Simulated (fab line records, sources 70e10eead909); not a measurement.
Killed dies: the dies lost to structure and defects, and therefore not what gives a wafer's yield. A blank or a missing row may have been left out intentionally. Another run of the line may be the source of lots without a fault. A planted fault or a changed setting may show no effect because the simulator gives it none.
fab line records | flow nand_harc | part 1 of 2: steps 1 to 22 of 32
record: lots: 5 wafers: 15 last_day: 30
route steps=1302 shown A_CHANNEL_HOLE_D1@482 A_CHANNEL_FILL_D1@490
lots that met no fault: from a run of the same line without faults
start_h: hours from the record's first day to the start of the lot's first wafer shown | wait_h: hours elapsed since this lot's preceding step | " as in the row above | L1.1+2: one row covering several wafers at once | - value missing, or start not given | * or withheld: withheld | < > ~ a bound
route shown NAME@n: names a module that has steps shown in the file, with the first one's number in the route | usual: the fault-free wafers' mean and standard deviation | same: alike in all rows | chamber/n: place in a boat | sites: per-site readings | _std_site: standard deviation of those values | _edge_site: inner sites' mean taken away from outer sites' mean | radius_mm: how far each site lies from the wafer's centre | mask NAME#n: copy n | behind: the last tool/chamber to shape the wafer | hold: the reason the lot was held/the length of the hold in hours/how it ended | device: names the non-switching transistor (n, p or np) | end of line: the route-end tests of the same wafers | step lacking rows: just its recipe | killed: dies lost to structure and defects at the first sort, not the wafer's yield | map: a wafer's dies, x killed, . not, _ none there
set.NAME: the setting that was run; set.NAME@STEP: the one run at that earlier step | model.NAME: the simulator's own value behind a step, which no gauge read
a table for each step, a row for each wafer; lots at some steps of the route
services: when a tool's chamber went out of use (start_h, in hours from the record's first day, below 0 if earlier), for how many hours, and the reason
== steps ==
step: NHARC_A_CHANNEL_HOLE_D1_STRIP_43
recipe: o2_flow_sccm: 400 cos_flow_sccm: 20 ar_flow_sccm: 0 bias_w: 0 chemistry: O2/COS
columns lot.wafer tool chamber start_h wait_h
L080.1+5+6 rie_diel-01 2,2,3 243.90 0.0
L081.2+1+4 rie_diel-01 2,3,0 264.35 0.1
L088.4+2+3 rie_diel-08 1,2,3 335.05 0.1
L089.4+2+5 rie_diel-01 3,0,3 338.28 0.1
L090.1+3+4 rie_diel-01 2,3,1 350.41 0.0
step: NHARC_A_CHANNEL_HOLE_D1_ETCH_44
recipe: target_depth_a: 1400 overetch_a: 140 time_s: 77 ion_energy_ev: 100 cf4_flow_sccm: 80 o2_flow_sccm: 20 ar_flow_sccm: 0 rf_w: 300 bias_w: 100 chemistry: CF4/O2
usual: chamber_pressure_mTorr: 29.999/0.028 drypump_motor_current_A: 5.6/0.42 oes_ar_750_au: 1.000/0.0048 oes_product_au: 1.000/0.015 rf_vpp_V: 197.7/1.3 showerhead_plenum_p_Torr: 1.33/0.056 throttle_valve_pct: 13.396/0.0085
columns lot.wafer tool chamber start_h wait_h chamber_pressure_mTorr drypump_motor_current_A oes_ar_750_au oes_product_au rf_hours_counter_h rf_vpp_V showerhead_plenum_p_Torr throttle_valve_pct
L080.1 rie_diel-01 0 243.96 0.1 29.961 6.3 0.998 1.019 3 196.7 1.29 13.385
L080.6 " 0 " " 30.023 6.3 1.008 1.014 - 197.4 1.29 13.399
L080.5 " 1 " " 29.971 5.5 0.996 0.996 - 197.6 1.34 13.398
L081.1 rie_diel-01 3 264.41 0.1 29.957 5.3 0.997 1.011 5 198.3 1.41 13.385
L081.4 " 0 " " 30.020 6.3 1.001 1.041 4 196.8 1.29 13.396
L081.2 " 1 " " 30.026 5.5 1.002 0.997 4 196.8 1.34 13.391
L088.4 rie_diel-08 3 335.23 0.2 29.944 6.4 1.005 0.971 42 198.4 1.39 13.399
L088.2 " 0 " " 29.978 5.8 1.004 1.005 46 196.6 1.25 13.390
L088.3 " 1 " " 30.029 5.4 0.999 0.998 49 196.0 1.29 13.394
L089.4 rie_diel-01 1 338.35 0.1 30.020 5.5 0.997 0.982 10 198.8 1.34 13.412
L089.2 " 3 " " 29.994 5.3 1.004 1.009 12 199.4 1.41 13.388
L089.5 " 0 " " 30.051 6.3 1.000 1.007 - 195.8 1.29 13.398
L090.3 rie_diel-01 1 350.47 0.1 29.962 5.5 0.993 0.982 11 198.8 1.34 13.400
L090.4 " 2 " " 30.003 5.3 1.007 0.986 11 196.9 1.27 13.400
L090.1 " 0 " " 29.962 6.3 1.001 1.014 12 196.8 1.29 13.408
step: NHARC_A_CHANNEL_HOLE_D1_STRIP_27
recipe: o2_flow_sccm: 500 ar_flow_sccm: 0 bias_w: 0 chemistry: O2
usual: chamber_pressure_mTorr: 60.01/0.051 drypump_motor_current_A: 5.7/0.43 oes_product_au: 1.000/0.015 rf_vpp_V: 57.7/0.92 showerhead_plenum_p_Torr: 3.51/0.14 throttle_valve_pct: 17.036/0.0099
columns lot.wafer tool chamber start_h wait_h chamber_pressure_mTorr drypump_motor_current_A oes_product_au rf_hours_counter_h rf_vpp_V showerhead_plenum_p_Torr throttle_valve_pct
L080.1 rie_diel-01 3 - - 60.02 5.4 1.019 4 58.2 3.73 17.039
L080.5 " 0 " " 60.05 6.3 1.028 - 58.7 3.42 17.039
L080.6 " 1 " " 59.97 5.6 1.000 - 58.6 3.55 17.033
L081.2 rie_diel-01 0 - - 59.96 6.3 1.034 4 58.1 3.42 17.030
L081.4 " 2 " " 59.98 5.3 0.992 5 56.9 3.36 17.045
L081.1 " 3 " " 59.89 5.4 1.016 5 58.8 3.73 17.040
L088.3 rie_diel-08 0 - - 59.87 5.8 1.005 46 56.8 3.30 17.049
L088.4 " 1 " " 59.96 5.5 0.994 49 58.3 3.42 17.043
L088.2 " 2 " " 60.03 5.9 0.983 45 58.6 3.63 17.040
L089.4 rie_diel-01 3 - - 60.04 5.4 1.010 12 60.1 3.73 17.029
L089.2 " 2 " " 60.06 5.3 0.986 10 59.0 3.36 17.032
L089.5 " 0 " " 60.01 6.3 1.022 - 55.5 3.42 17.032
L090.4 rie_diel-01 2 - - 59.99 5.3 0.991 11 57.9 3.36 17.023
L090.3 " 3 " " 59.92 5.3 1.015 12 59.1 3.72 17.042
L090.1 " 1 " " 60.00 5.6 0.982 11 56.5 3.55 17.022
step: NHARC_A_CHANNEL_HOLE_D1_PRECLEAN_28
recipe: time_s: * temp_c: 50 bath_age_min: 0 chemistry: SC1
usual: bath_guard_temp_C: 50.0/0.49
columns lot.wafer tool chamber start_h wait_h bath_guard_temp_C
L080.6 wet_bench-06 7 244.62 - 50.5
L080.1 " 2 " " 50.5
L080.5 " 3 " " 49.2
L081.1 wet_bench-06 3 265.07 - 49.6
L081.4 " 4 " " 50.3
L081.2 " 0 " " 48.9
L088.4 wet_bench-05 7 335.89 - 49.9
L088.2 " 0 " " 48.8
L088.3 " 2 " " 50.3
L089.4 wet_bench-05 0 338.99 - 49.0
L089.2 " 4 " " 49.4
L089.5 " 5 " " 50.1
L090.3 wet_bench-03 4 351.12 - 49.7
L090.1 " 5 " " 50.0
L090.4 " 7 " " 49.9
step: NHARC_A_CHANNEL_HOLE_D1_SRD_29
columns lot.wafer tool chamber start_h wait_h
L080.6+1+5 wet_bench-06 7,2,3 - -
L081.1+4+2 wet_bench-06 3,4,0 - -
L088.4+2+3 wet_bench-05 7,0,2 - -
L089.4+2+5 wet_bench-05 0,4,5 - -
L090.3+1+4 wet_bench-03 4,5,7 - -
step: NHARC_A_CHANNEL_HOLE_D1_CD_MEAS_30
usual: cd_nm: 90.4/1.4
columns lot.wafer tool chamber start_h wait_h cd_nm
L080.1 cd_sem-02 - 244.76 - 89.6
L080.5 " - " " 90.5
L080.6 " - " " 92.7
L081.1 cd_sem-03 - 265.21 - 93.1
L081.2 " - " " 92.4
L081.4 " - " " 89.0
L088.2 cd_sem-02 - 336.02 - 88.6
L088.3 " - " " 90.1
L088.4 " - " " 90.9
L089.2 cd_sem-03 - 339.13 - 92.2
L089.4 " - " " 92.6
L089.5 " - " " 91.4
L090.1 cd_sem-03 - 351.26 - 90.0
L090.3 " - " " 90.3
L090.4 " - " " 87.5
step: NHARC_A_CHANNEL_HOLE_D1_XSEM_31
recipe: landing_energy_ev: 35000
usual: bot_cd_nm: 74.9/1.6 bow_nm: 8.78/0.28 tilt_deg: 0.07/0.034
columns lot.wafer tool chamber start_h wait_h bot_cd_nm bow_nm tilt_deg
L080.1 xsem-02 0 244.85 0.1 73.1 8.95 0.04
L080.5 " 0 " " 74.9 8.93 0.04
L080.6 " 0 " " 76.5 8.93 0.04
L081.1 xsem-02 0 265.30 0.1 77.3 8.91 0.02
L081.2 " 0 " " 77.1 9.01 0.02
L081.4 " 0 " " 73.6 9.04 0.02
L088.2 xsem-01 0 336.11 0.1 72.3 8.44 0.09
L088.3 " 0 " " 74.0 8.34 0.09
L088.4 " 0 " " 74.9 8.35 0.08
L089.2 xsem-02 0 339.22 0.1 76.8 8.84 0.11
L089.4 " 0 " " 77.2 8.73 0.10
L089.5 " 0 " " 76.3 8.69 0.11
L090.1 xsem-01 0 351.34 0.1 75.6 8.90 0.03
L090.3 " 0 " " 75.5 8.97 0.03
L090.4 " 0 " " 73.4 8.86 0.03
step: NHARC_A_CHANNEL_HOLE_D1_INSPECT_40
usual: raw_defect_count: 68/22
columns lot.wafer tool chamber start_h wait_h raw_defect_count
L080.1 defect_inspect-01 - 244.95 - 57
L080.5 " - " " 48
L080.6 " - " " 45
L081.1 defect_inspect-02 - 265.40 - 50
L081.2 " - " " 50
L081.4 " - " " 37
L088.2 defect_inspect-02 - 336.20 - 86
L088.3 " - " " 76
L088.4 " - " " 60
L089.2 defect_inspect-02 - 339.32 - 55
L089.4 " - " " 59
L089.5 " - " " 50
L090.1 defect_inspect-01 - 351.44 - 97
L090.3 " - " " 104
L090.4 " - " " 111
step: NHARC_A_CHANNEL_FILL_D1_PRECLEAN_00
recipe: time_s: * temp_c: 50 bath_age_min: 0 chemistry: SC1
usual: bath_guard_temp_C: 50.0/0.54
columns lot.wafer tool chamber start_h wait_h bath_guard_temp_C
L080.1 wet_bench-01 4 245.00 0.1 49.9
L080.5 " 6 " " 50.3
L080.6 " 7 " " 49.8
L081.4 wet_bench-07 1 265.45 0.0 48.5
L081.1 " 4 " " 50.1
L081.2 " 5 " " 48.5
L088.3 wet_bench-04 2 336.27 0.1 49.8
L088.2 " 3 " " 50.1
L088.4 " 4 " " 49.4
L089.5 wet_bench-01 6 339.37 0.0 50.5
L089.2 " 7 " " 50.1
L089.4 " 1 " " 49.8
L090.3 wet_bench-04 3 351.49 0.0 50.4
L090.1 " 5 " " 49.8
L090.4 " 0 " " 50.4
step: NHARC_A_CHANNEL_FILL_D1_SRD_01
columns lot.wafer tool chamber start_h wait_h
L080.1+5+6 wet_bench-01 4,6,7 - -
L081.4+1+2 wet_bench-07 1,4,5 - -
L088.3+2+4 wet_bench-04 2,3,4 - -
L089.5+2+4 wet_bench-01 6,7,1 - -
L090.3+1+4 wet_bench-04 3,5,0 - -
step: NHARC_A_CHANNEL_FILL_D1_ALD_02
recipe: target_thk_a: 60 pulse_time_s: 10 ald_cycles: 60 temp_c: 300 material: SiO2
usual: heater_power_w: 472/56 precursor_pulse_height_rel: 1.002/0.019
columns lot.wafer tool chamber start_h wait_h heater_power_w precursor_pulse_height_rel
L080.1 ald_hk-03 1 246.11 - 424 1.022
L080.6 " 2 " " 405 1.007
L080.5 " 3 " " 519 1.025
L081.1 ald_hk-03 2 265.59 - 400 0.981
L081.2 " 3 " " 534 1.007
L081.4 " 0 " " 557 1.000
L088.2 ald_hk-04 0 336.40 - 509 1.014
L088.3 " 1 " " 477 0.993
L088.4 " 3 " " 449 0.999
L089.2 ald_hk-04 2 339.51 - 472 1.005
L089.4 " 1 " " 501 0.992
L089.5 " 2 " " 480 1.010
L090.4 ald_hk-04 3 351.64 - 459 0.990
L090.1 " 0 " " 513 0.975
L090.3 " 2 " " 481 0.989
step: NHARC_A_CHANNEL_FILL_D1_ALD_03
recipe: target_thk_a: 60 pulse_time_s: 60 ald_cycles: 58 temp_c: 630 pressure_torr: 2 material: SiNx
usual: chamber_pressure_Torr: 2.000/0.0044 precursor_pulse_height_rel: 1.001/0.021
columns lot.wafer tool chamber start_h wait_h chamber_pressure_Torr precursor_pulse_height_rel
L080.1 ald_sin_batch-03 0 - - 1.999 1.022
L080.5 " 0 " " 2.004 0.995
L080.6 " 0 " " 1.999 1.003
L081.1 ald_sin_batch-03 0 - - 2.000 0.991
L081.2 " 0 " " 1.996 0.982
L081.4 " 0 " " 2.001 1.035
L088.2 ald_sin_batch-03 0 - - 1.998 0.981
L088.3 " 0 " " 2.002 0.986
L088.4 " 0 " " 2.003 0.978
L089.2 ald_sin_batch-01 0 - - 1.998 0.989
L089.4 " 0 " " 1.997 1.004
L089.5 " 0 " " 2.008 0.958
L090.1 ald_sin_batch-03 0 - - 2.002 0.957
L090.3 " 0 " " 1.999 1.002
L090.4 " 0 " " 2.007 0.990
step: NHARC_A_CHANNEL_FILL_D1_ALD_14
recipe: target_thk_a: 25 pulse_time_s: 10 ald_cycles: 25 temp_c: 300 material: SiO2
usual: heater_power_w: 476/53 precursor_pulse_height_rel: 1.003/0.021
columns lot.wafer tool chamber start_h wait_h heater_power_w precursor_pulse_height_rel
L080.1 ald_hk-01 3 252.98 0.1 411 0.977
L080.6 " 2 " " 475 1.022
L080.5 " 3 " " 409 1.000
L081.4 ald_hk-03 1 272.54 0.0 415 0.995
L081.1 " 2 " " 403 0.980
L081.2 " 3 " " 546 0.958
L088.2 ald_hk-03 1 343.45 0.0 423 0.995
L088.3 " 2 " " 404 0.999
L088.4 " 0 " " 552 1.017
L089.2 ald_hk-04 1 346.61 0.1 495 0.998
L089.4 " 3 " " 464 0.991
L089.5 " 0 " " 522 0.990
L090.1 ald_hk-03 1 359.02 0.4 417 1.000
L090.4 " 2 " " 394 1.006
L090.3 " 3 " " 539 1.002
step: NHARC_A_CHANNEL_FILL_D1_ALD_15
recipe: target_thk_a: 20 pulse_time_s: 60 ald_cycles: 19 temp_c: 630 pressure_torr: 2 material: SiNx
usual: chamber_pressure_Torr: 2.001/0.0049 precursor_pulse_height_rel: 1.002/0.018
columns lot.wafer tool chamber start_h wait_h chamber_pressure_Torr precursor_pulse_height_rel
L080.1 ald_sin_batch-02 0 256.25 3.2 1.997 1.006
L080.5 " 0 " " 1.996 1.012
L080.6 " 0 " " 2.003 1.023
L081.1 ald_sin_batch-01 0 - - 1.996 0.992
L081.2 " 0 " " 2.011 0.994
L081.4 " 0 " " 1.996 1.028
L088.2 ald_sin_batch-01 0 - - 2.001 0.992
L088.3 " 0 " " 1.995 1.034
L088.4 " 0 " " 1.994 0.981
L089.2 ald_sin_batch-02 0 349.88 3.2 1.994 1.011
L089.4 " 0 " " 1.996 0.974
L089.5 " 0 " " 1.999 0.998
L090.1 ald_sin_batch-03 0 - - 1.995 0.966
L090.3 " 0 " " 2.000 1.000
L090.4 " 0 " " 1.997 1.018
step: NHARC_A_CHANNEL_FILL_D1_ALD_16
recipe: target_thk_a: 15 pulse_time_s: 10 ald_cycles: 15 temp_c: 300 material: SiO2
usual: heater_power_w: 478/55 precursor_pulse_height_rel: 1.001/0.018
columns lot.wafer tool chamber start_h wait_h heater_power_w precursor_pulse_height_rel
L080.1 ald_hk-01 3 258.41 0.1 413 1.007
L080.6 " 0 " " 416 1.021
L080.5 " 1 " " 564 0.993
L081.2 ald_hk-03 3 278.16 0.5 533 1.019
L081.4 " 1 " " 425 1.000
L081.1 " 2 " " 395 0.998
L088.2 ald_hk-04 2 348.63 0.0 489 1.006
L088.4 " 3 " " 449 1.024
L088.3 " 1 " " 482 1.011
L089.2 ald_hk-04 0 352.10 0.2 526 1.012
L089.4 " 2 " " 483 0.975
L089.5 " 0 " " 498 0.995
L090.3 ald_hk-03 3 364.13 0.0 546 1.022
L090.4 " 0 " " 569 0.988
L090.1 " 1 " " 437 0.989
step: NHARC_A_CHANNEL_FILL_D1_ANNEAL_17
recipe: temp_c: 850 time_s: 1800
usual: tube_center_temp_C_max: 852.2/0.37
columns lot.wafer tool chamber start_h wait_h tube_center_temp_C_max
L080.1 furnace-06 0 262.59 - 852.1
L080.5 " 0 " " 852.2
L080.6 " 0 " " 852.9
L081.1 furnace-06 0 282.84 - 852.8
L081.2 " 0 " " 851.4
L081.4 " 0 " " 852.7
L088.2 furnace-06 0 352.17 3.5 852.6
L088.3 " 0 " " 851.9
L088.4 " 0 " " 852.3
L089.2 furnace-03 0 355.32 - 852.4
L089.4 " 0 " " 852.7
L089.5 " 0 " " 852.1
L090.1 furnace-03 0 367.37 - 852.0
L090.3 " 0 " " 852.5
L090.4 " 0 " " 852.2
step: NHARC_A_CHANNEL_FILL_D1_CVD_18
recipe: target_thk_a: 30 temp_c: 550 material: poly-Si
columns lot.wafer tool chamber start_h wait_h
L080.1+5+6 lpcvd_poly-02 0 269.10 -
L081.1+2+4 lpcvd_poly-02 0 289.33 -
L088.2+3+4 lpcvd_poly-03 0 358.76 -
L089.2+4+5 lpcvd_poly-03 0 361.70 -
L090.1+3+4 lpcvd_poly-04 0 373.97 -
step: NHARC_A_CHANNEL_FILL_D1_ETCHBACK_19
recipe: target_depth_a: 50 time_s: 1.7 hbr_flow_sccm: 150 cl2_flow_sccm: 50 rf_w: 400 icp_w: 400 bias_w: 100 chemistry: HBr/Cl2
usual: chamber_pressure_mTorr: 14.999/0.013 drypump_motor_current_A: 6.0/0.38 oes_product_au: 1.001/0.015 throttle_valve_pct: 26.406/0.0089
columns lot.wafer tool chamber start_h wait_h chamber_pressure_mTorr drypump_motor_current_A oes_product_au rf_hours_counter_h throttle_valve_pct
L080.1 rie_si-03 2 271.16 0.4 14.993 6.5 0.974 0.28 26.400
L080.6 " 0 " " 15.018 6.5 1.032 - 26.410
L080.5 " 1 " " 14.991 5.7 1.002 - 26.392
L081.4 rie_si-03 2 291.40 0.4 14.985 6.5 1.004 0.34 26.419
L081.1 " 0 " " 15.007 6.5 1.024 0.27 26.397
L081.2 " 1 " " 14.989 5.7 0.997 0.24 26.408
L088.2 rie_si-05 2 360.87 0.4 15.000 6.5 0.984 0.24 26.409
L088.3 " 3 " " 15.026 5.9 1.002 0.24 26.408
L088.4 " 0 " " 14.994 5.5 0.992 0.17 26.415
L089.4 rie_si-03 2 363.80 0.4 14.993 6.5 0.989 0.82 26.401
L089.2 " 3 " " 14.984 6.0 1.006 0.81 26.392
L089.5 " 0 " " 14.993 6.5 1.025 - 26.390
L090.4 rie_si-03 1 376.04 0.4 15.016 5.7 1.004 0.78 26.399
L090.3 " 2 " " 14.992 6.5 0.977 0.88 26.406
L090.1 " 3 " " 15.015 6.1 0.997 0.87 26.395
step: NHARC_A_CHANNEL_FILL_D1_ETCHBACK_20
recipe: target_depth_a: 270 time_s: 13.5 c4f8_flow_sccm: withheld o2_flow_sccm: 8 ar_flow_sccm: withheld rf_w: 600 bias_w: 1500 chemistry: C4F8/O2/Ar
usual: chamber_pressure_mTorr: 24.999/0.022 oes_product_au: 0.97/0.036 rf_vpp_V: 978/4.1
columns lot.wafer tool chamber start_h wait_h chamber_pressure_mTorr oes_product_au rf_hours_counter_h rf_vpp_V
L080.1 rie_diel-11 2 271.27 - 25.007 1.00 0 978
L080.5 " 1 " " 25.001 1.00 - 975
L080.6 " 2 " " 24.993 0.99 - 979
L081.1 rie_diel-11 2 291.53 - 25.018 0.98 1 979
L081.4 " 0 " " 25.010 1.01 1 979
L081.2 " 1 " " 25.011 0.99 1 976
L088.4 rie_diel-02 1 360.98 - 24.993 0.93 10 970
L088.3 " 3 " " 25.007 0.93 10 985
L088.2 " 0 " " 25.004 0.91 10 974
L089.2 rie_diel-02 0 363.90 - 24.982 0.91 10 974
L089.4 " 2 " " 24.995 0.94 10 984
L089.5 " 1 " " 25.002 0.93 - 970
L090.1 rie_diel-02 2 376.17 - 24.989 0.98 11 983
L090.4 " 3 " " 24.985 0.97 11 984
L090.3 " 0 " " 24.948 0.94 11 975
step: NHARC_A_CHANNEL_FILL_D1_STRIP_28
recipe: time_s: 20 o2_flow_sccm: 500 ar_flow_sccm: 0 bias_w: 0 chemistry: O2
usual: chamber_pressure_mTorr: 60.00/0.055 drypump_motor_current_A: 5.6/0.37 oes_product_au: 0.999/0.015 rf_vpp_V: 57.9/0.92 showerhead_plenum_p_Torr: 3.52/0.1 throttle_valve_pct: 17.036/0.0093
columns lot.wafer tool chamber start_h wait_h chamber_pressure_mTorr drypump_motor_current_A oes_product_au rf_hours_counter_h rf_vpp_V showerhead_plenum_p_Torr throttle_valve_pct
L080.1 rie_diel-11 2 271.35 0.1 60.11 5.3 0.990 0 57.8 3.55 17.022
L080.5 " 2 " " 60.08 5.3 1.001 - 58.1 3.55 17.048
L080.6 " 3 " " 59.95 5.3 0.989 - 56.0 3.44 17.046
L081.4 rie_diel-11 0 291.62 0.1 59.99 5.8 1.024 1 58.3 3.57 17.038
L081.2 " 1 " " 60.03 6.2 0.990 1 57.0 3.47 17.045
L081.1 " 2 " " 60.01 5.3 0.989 1 57.9 3.55 17.036
L088.4 rie_diel-02 2 361.08 0.1 59.99 5.5 1.012 10 57.7 3.66 17.037
L088.3 " 0 " " 60.08 5.1 0.993 10 58.0 3.43 17.033
L088.2 " 1 " " 60.01 6.1 1.006 10 59.1 3.32 17.030
L089.4 rie_diel-02 0 364.00 0.1 60.07 5.1 0.983 10 58.0 3.43 17.052
L089.2 " 2 " " 59.92 5.5 1.012 10 58.3 3.67 17.026
L089.5 " 0 " " 60.00 5.1 0.990 - 57.9 3.43 17.031
L090.3 rie_diel-02 3 376.25 0.1 59.98 5.8 1.009 11 59.2 3.70 17.029
L090.4 " 0 " " 60.04 5.1 0.985 11 57.1 3.43 17.043
L090.1 " 2 " " 59.94 5.5 1.013 11 57.7 3.66 17.033
step: NHARC_A_CHANNEL_FILL_D1_PRECLEAN_21
recipe: time_s: 30 chemistry: dHF
columns lot.wafer tool chamber start_h wait_h
L080.5+6+1 wet_bench-04 6,7,3 271.45 -
L081.2+1+4 wet_bench-01 5,7,1 291.72 -
L088.3+2+4 wet_bench-01 5,6,1 361.17 -
L089.4+5+2 wet_bench-01 3,4,5 364.11 -
L090.3+4+1 wet_bench-01 7,3,4 376.34 -
step: NHARC_A_CHANNEL_FILL_D1_SRD_23
columns lot.wafer tool chamber start_h wait_h
L080.5+6+1 wet_bench-04 6,7,3 271.47 0.0
L081.2+1+4 wet_bench-01 5,7,1 291.74 0.0
L088.3+2+4 wet_bench-01 5,6,1 361.20 0.0
L089.4+5+2 wet_bench-01 3,4,5 364.12 0.0
L090.3+4+1 wet_bench-01 7,3,4 376.37 0.0
